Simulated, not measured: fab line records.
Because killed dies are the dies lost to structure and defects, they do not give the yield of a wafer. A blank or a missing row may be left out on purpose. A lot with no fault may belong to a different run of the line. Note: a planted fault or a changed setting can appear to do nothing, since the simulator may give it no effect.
Which tool did it? :: flow nand_harc :: 42 wafers from 14 lots sampled at 4 of the route's 1302 steps

== WHAT THE GAUGES READ, wafer by wafer ==
NHARC_A_ONON_D1_INSPECT_32.
lot: L680
measured: day 8 11:17
on: defect_inspect-01
raw_defect_count: 49 63 62

lot: L683
measured: day 9 11:28
on: defect_inspect-02
raw_defect_count: 54 51 60

lot: L681
measured: day 10 18:57
on: defect_inspect-02
raw_defect_count: 42 73 119

lot: L687
measured: day 11 06:01
on: defect_inspect-01
raw_defect_count: 34 33 27

lot: L688
measured: day 11 11:22
on: defect_inspect-01
raw_defect_count: 64 66 166

lot: L690
measured: day 12 07:44
on: defect_inspect-01
raw_defect_count: 50 53 54

lot: L689
measured: day 12 07:49
on: defect_inspect-02
raw_defect_count: 103 73 73

lot: L693
measured: day 14 06:48
on: defect_inspect-01
raw_defect_count: 49 63 45

lot: L696
measured: day 14 19:10
on: defect_inspect-02
raw_defect_count: 49 94 50

lot: L697
measured: day 15 03:34
on: defect_inspect-02
raw_defect_count: 84 70 68

lot: L700
measured: day 16 18:43
on: defect_inspect-02
raw_defect_count: 80 47 50

lot: L701
measured: day 17 01:47
on: defect_inspect-02
raw_defect_count: 74 86 94

lot: L702
measured: day 17 06:51
on: defect_inspect-02
raw_defect_count: 52 58 80

lot: L703
measured: day 17 16:11
on: defect_inspect-01
raw_defect_count: 55 66 45

NHARC_A_CHANNEL_HOLE_D1_CD_MEAS_10: target cd 100 nm.
lot: L680
measured: day 8 14:01
on: cd_sem-03
cd_nm (nm): 100.4 101.0 100.8

lot: L683
measured: day 9 15:53
on: cd_sem-01
cd_nm (nm): 100.3 99.9 100.9

lot: L681
measured: day 11 00:22
on: cd_sem-01
cd_nm (nm): 100.4 99.6 99.7

lot: L687
measured: day 11 10:48
on: cd_sem-03
cd_nm (nm): 101.1 100.8 100.6

lot: L688
measured: day 11 16:57
on: cd_sem-03
cd_nm (nm): 99.9 100.4 100.2

lot: L690
measured: day 12 10:26
on: cd_sem-03
cd_nm (nm): 100.0 99.9 100.2

lot: L689
measured: day 12 10:35
on: cd_sem-03
cd_nm (nm): 101.0 99.6 100.4

lot: L693
measured: day 14 09:28
on: cd_sem-01
cd_nm (nm): 99.6 99.6 99.5

lot: L696
measured: day 14 22:09
on: cd_sem-02
cd_nm (nm): - - -

lot: L697
measured: day 15 09:02
on: cd_sem-02
cd_nm (nm): - - -

lot: L700
measured: day 17 02:07
on: cd_sem-03
cd_nm (nm): 100.3 99.8 99.9

lot: L701
measured: day 17 07:37
on: cd_sem-03
cd_nm (nm): 100.6 99.9 100.2

lot: L702
measured: day 17 09:38
on: cd_sem-01
cd_nm (nm): 100.2 99.0 99.7

lot: L703
measured: day 17 18:45
on: cd_sem-01
cd_nm (nm): 99.4 100.2 99.8

== WHAT TOOL EACH LOT RAN ON (gives the tool, then ch and the chambers of the sampled wafers, and finally the start) ==
lot: L680
NHARC_A_CHANNEL_HOLE_D1_DEP_00: acl_dep-02 ch 0, day 8 11:41
NHARC_A_CHANNEL_HOLE_D1_EXPOSE_07: arfi_scanner-03 ch 0, day 8 13:53

lot: L683
NHARC_A_CHANNEL_HOLE_D1_DEP_00: acl_dep-03 ch 0, day 9 13:21
NHARC_A_CHANNEL_HOLE_D1_EXPOSE_07: arfi_scanner-01 ch 0, day 9 15:45

lot: L681
NHARC_A_CHANNEL_HOLE_D1_DEP_00: acl_dep-01 ch 0, day 10 21:37
NHARC_A_CHANNEL_HOLE_D1_EXPOSE_07: arfi_scanner-01 ch 0, day 11 00:13

lot: L687
NHARC_A_CHANNEL_HOLE_D1_DEP_00: acl_dep-03 ch 0, day 11 08:37
NHARC_A_CHANNEL_HOLE_D1_EXPOSE_07: arfi_scanner-01 ch 0, day 11 10:40

lot: L688
NHARC_A_CHANNEL_HOLE_D1_DEP_00: acl_dep-03 ch 0, day 11 14:26
NHARC_A_CHANNEL_HOLE_D1_EXPOSE_07: arfi_scanner-01 ch 0, day 11 16:49

lot: L690
NHARC_A_CHANNEL_HOLE_D1_DEP_00: acl_dep-03 ch 0, day 12 07:49
NHARC_A_CHANNEL_HOLE_D1_EXPOSE_07: arfi_scanner-03 ch 0, day 12 10:17

lot: L689
NHARC_A_CHANNEL_HOLE_D1_DEP_00: acl_dep-01 ch 0, day 12 07:53
NHARC_A_CHANNEL_HOLE_D1_EXPOSE_07: arfi_scanner-02 ch 0, day 12 10:26

lot: L693
NHARC_A_CHANNEL_HOLE_D1_DEP_00: acl_dep-03 ch 0, day 14 06:52
NHARC_A_CHANNEL_HOLE_D1_EXPOSE_07: arfi_scanner-01 ch 0, day 14 09:20

lot: L696
NHARC_A_CHANNEL_HOLE_D1_DEP_00: acl_dep-01 ch 0, day 14 19:29
NHARC_A_CHANNEL_HOLE_D1_EXPOSE_07: arfi_scanner-01, day 14 22:01

lot: L697
NHARC_A_CHANNEL_HOLE_D1_DEP_00: acl_dep-03 ch 0, day 15 06:44
NHARC_A_CHANNEL_HOLE_D1_EXPOSE_07: arfi_scanner-02, day 15 08:54

lot: L700
NHARC_A_CHANNEL_HOLE_D1_DEP_00: acl_dep-01 ch 0, day 16 23:26
NHARC_A_CHANNEL_HOLE_D1_EXPOSE_07: arfi_scanner-02 ch 0, day 17 01:59

lot: L701
NHARC_A_CHANNEL_HOLE_D1_DEP_00: acl_dep-01 ch 0, day 17 05:08
NHARC_A_CHANNEL_HOLE_D1_EXPOSE_07: arfi_scanner-02 ch 0, day 17 07:28

lot: L702
NHARC_A_CHANNEL_HOLE_D1_DEP_00: acl_dep-01 ch 0, day 17 06:59
NHARC_A_CHANNEL_HOLE_D1_EXPOSE_07: arfi_scanner-01 ch 0, day 17 09:30

lot: L703
NHARC_A_CHANNEL_HOLE_D1_DEP_00: acl_dep-03 ch 0, day 17 16:15
NHARC_A_CHANNEL_HOLE_D1_EXPOSE_07: arfi_scanner-01 ch 0, day 17 18:37
- NHARC_A_CHANNEL_HOLE_D1_DEP_00: deposits aC, target thk 3100 nm.
- NHARC_A_CHANNEL_HOLE_D1_EXPOSE_07: exposes mask HOLE D1, target cd 100 nm.

== AS READ BY THE TOOLS THEMSELVES (means over the sampled wafers that have a number; for cases with no such wafer, the mark the record gives instead) ==
NHARC_A_CHANNEL_HOLE_D1_DEP_00.
lot: L680
tool: acl_dep-02
throttle_valve_pct (%): 34.995

lot: L683
tool: acl_dep-03
throttle_valve_pct (%): 34.999

lot: L681
tool: acl_dep-01
throttle_valve_pct (%): 34.987

lot: L687
tool: acl_dep-03
throttle_valve_pct (%): 34.998

lot: L688
tool: acl_dep-03
throttle_valve_pct (%): 35.001

lot: L690
tool: acl_dep-03
throttle_valve_pct (%): 35.002

lot: L689
tool: acl_dep-01
throttle_valve_pct (%): 35.003

lot: L693
tool: acl_dep-03
throttle_valve_pct (%): 34.999

lot: L696
tool: acl_dep-01
throttle_valve_pct (%): 34.997

lot: L697
tool: acl_dep-03
throttle_valve_pct (%): 35.004

lot: L700
tool: acl_dep-01
throttle_valve_pct (%): 35.007

lot: L701
tool: acl_dep-01
throttle_valve_pct (%): 34.998

lot: L702
tool: acl_dep-01
throttle_valve_pct (%): 34.990

lot: L703
tool: acl_dep-03
throttle_valve_pct (%): 35.004

NHARC_A_CHANNEL_HOLE_D1_EXPOSE_07.
lot: L680
tool: arfi_scanner-03
exposure_dose_mJ_cm2: 59.74
focus_offset_nm (nm): 0.5

lot: L683
tool: arfi_scanner-01
exposure_dose_mJ_cm2: 59.61
focus_offset_nm (nm): 0.3

lot: L681
tool: arfi_scanner-01
exposure_dose_mJ_cm2: 59.60
focus_offset_nm (nm): -0.3

lot: L687
tool: arfi_scanner-01
exposure_dose_mJ_cm2: 59.61
focus_offset_nm (nm): 0.1

lot: L688
tool: arfi_scanner-01
exposure_dose_mJ_cm2: 59.61
focus_offset_nm (nm): 0.3

lot: L690
tool: arfi_scanner-03
exposure_dose_mJ_cm2: 59.67
focus_offset_nm (nm): 0.1

lot: L689
tool: arfi_scanner-02
exposure_dose_mJ_cm2: 59.76
focus_offset_nm (nm): 0.0

lot: L693
tool: arfi_scanner-01
exposure_dose_mJ_cm2: 59.69
focus_offset_nm (nm): 0.3

lot: L696
tool: arfi_scanner-01
exposure_dose_mJ_cm2: -
focus_offset_nm (nm): -

lot: L697
tool: arfi_scanner-02
exposure_dose_mJ_cm2: -
focus_offset_nm (nm): -

lot: L700
tool: arfi_scanner-02
exposure_dose_mJ_cm2: 59.72
focus_offset_nm (nm): -0.5

lot: L701
tool: arfi_scanner-02
exposure_dose_mJ_cm2: 59.68
focus_offset_nm (nm): -0.3

lot: L702
tool: arfi_scanner-01
exposure_dose_mJ_cm2: 59.55
focus_offset_nm (nm): 0.7

lot: L703
tool: arfi_scanner-01
exposure_dose_mJ_cm2: 59.66
focus_offset_nm (nm): -0.4

== THE ANSWER, worked out from the rows above alone ==
Rule: the lots themselves supply what counts as usual. Put in order of their means at a reading, lots are off if they are a third of the lots or fewer, leave a main group of 4 or more, and stand apart from it by a gap of 3 or more times the standard deviation of the main group's means; of several such gaps the widest counts. If all means in a main group match to the digits the tables above print for the reading, that group is not used. Also off: a lot with no number at a reading for which 4 or more lots have one. The other lots that the step has rows for count as sound. First the gauges in route order, then the tools' own readings, where a lot's mean is used as printed above. At the first step where some lot is off, the reading lying furthest off is the one used; lots without a number count as furthest.
Off at NHARC_A_CHANNEL_HOLE_D1_CD_MEAS_10 (cd_nm): L696, L697. Without a number there: L696, L697. The main group: mean 100.1 nm, standard deviation 0.38.
A tool fits if, at a process step before that reading, it ran every lot that is off, and no sound lot after the first of them. Not tried: the gauges at NHARC_A_CHANNEL_HOLE_D1_CD_MEAS_10; whatever is off there is also off at NHARC_A_CHANNEL_HOLE_D1_EXPOSE_07, on other tools, and gauge error can't account for it. No candidate that was tried fits.

== WHAT HAD BEEN PUT IN BY THE SIMULATOR ==
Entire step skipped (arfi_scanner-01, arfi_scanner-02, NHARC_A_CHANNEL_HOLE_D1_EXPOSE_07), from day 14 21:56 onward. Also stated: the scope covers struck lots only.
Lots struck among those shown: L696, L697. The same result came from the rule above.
